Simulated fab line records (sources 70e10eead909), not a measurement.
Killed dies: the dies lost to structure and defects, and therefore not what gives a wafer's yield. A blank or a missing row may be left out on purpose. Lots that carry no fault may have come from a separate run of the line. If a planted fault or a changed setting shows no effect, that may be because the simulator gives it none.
A lot that was struck, set against a sound lot + flow nandHarc + 15 steps out of a route of 1302
Sound: the wafers L816.3, L816.4, L816.6. Struck: wafer L821.2 (left out: L821.1, L821.5 of the same lot, which were not struck); the cause appears at the end.
For every step that has rows: the tool of each side, followed by ch and its chambers, followed by its first start. Under that, the readings that differ: sound wafers + struck wafers + difference of the means + sigmas: that difference in standard deviations of wafers without a fault.
alike: words and numbers the same on both sides, and readings whose means are apart by under 2 such deviations; not compared: readings that were withheld, readings missing a value for some wafer, numbers with overlapping values and no deviation given by the record, and bounds like >300 which may hide the same value.
The two part at a step that has a row with sigmas, a row that says differs or no value, or rows on one side only. Numbers that have no deviation but don't overlap get no sigmas and don't part them. A reading that every wafer of one side lacks parts them only if that side has two wafers or more.

first, 7 steps without rows for these wafers: NHARC_A_BLC_COAT_03 (time 65 s); NHARC_A_BLC_COAT_04 (resist thk 90 nm); NHARC_A_BLC_SOFTBAKE_05 (time 55 s); NHARC_A_BLC_EBR_06; NHARC_A_BLC_EXPOSE_07 (exposes mask A BLC, target cd 100 nm); NHARC_A_BLC_PEB_08 (peb time 65 s); NHARC_A_BLC_DEVELOP_09 (develop time 35 s).
NHARC_A_BLC_CD_MEAS_10: the cd target is 100 nm.
  sound on cdSem-03 ch 0, day 23 00:58; struck on cdSem-01 ch 0, day 25 08:08
  alike: cdNm
NHARC_A_BLC_OVL_MEAS_11:
  sound: overlay-01 at day 23 01:02; struck: overlay-02 at day 25 08:14
  alike: overlayXNm, overlayYNm
NHARC_A_BLC_INSPECT_12:
  sound: defectInspect-01 at day 23 01:05; struck: defectInspect-02 at day 25 08:16
  alike: rawDefectCount
NHARC_A_BLC_DESCUM_15: chemistry O2, time 3 s.
  sound on rieDiel-03 ch 0,2,3, day 23 01:09; struck on rieDiel-10 ch 2, day 25 08:19
  alike: chamberPressureMTorr, drypumpMotorCurrentA, oesProductAu, rfVppV, showerheadPlenumPTorr, throttleValvePct
  not compared: rfHoursCounterH
NHARC_A_BLC_ETCH_16: etches the open film in CF4, target depth 39 nm, time 65 s.
  sound on rieDiel-03 ch 0,1, day 23 01:14; struck on rieDiel-10 ch 1, day 25 08:25
  alike: chamberPressureMTorr, drypumpMotorCurrentA, oesProductAu, rfVppV, runLengthS, showerheadPlenumPTorr, throttleValvePct
  not compared: rfHoursCounterH
NHARC_A_BLC_ETCH_17: etches the open film in N2/H2, target depth 390 nm, time 609.38 s.
  sound on rieDiel-03 ch 0,1,3, day 23 01:24; struck on rieDiel-10 ch 0, day 25 08:32
| reading        | sound             | struck | difference | sigmas      |
|----------------|-------------------|--------|------------|-------------|
| runLengthS (s) | 629.9 629.7 630.8 | 396.4  | -233.7     | -99 or more |
  alike: chamberPressureMTorr, drypumpMotorCurrentA, h2FlowSccm, oesProductAu, rfVppV, showerheadPlenumPTorr, throttleValvePct
  not compared: rfHoursCounterH
NHARC_A_BLC_ETCH_18: etches the open film in C4F8/O2/Ar, target depth 910 nm.
  sound: rieDiel-03 ch 0,3; struck: rieDiel-10 ch 0
  alike: chamberPressureMTorr, oesProductAu, rfVppV
  not compared: rfHoursCounterH
NHARC_END_SORT_01:
  only the struck wafers appear in the record here, on prober-02 ch 0 at day 27 08:30; the sound ones have no rows

WHERE THEY PART
Last at NHARC_END_SORT_01 as far as this record goes, first at NHARC_A_BLC_ETCH_17.

WHY: whatever the simulator had introduced
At NHARC_A_BLC_ETCH_17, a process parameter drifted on rieDiel-10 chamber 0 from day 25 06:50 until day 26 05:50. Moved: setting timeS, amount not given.
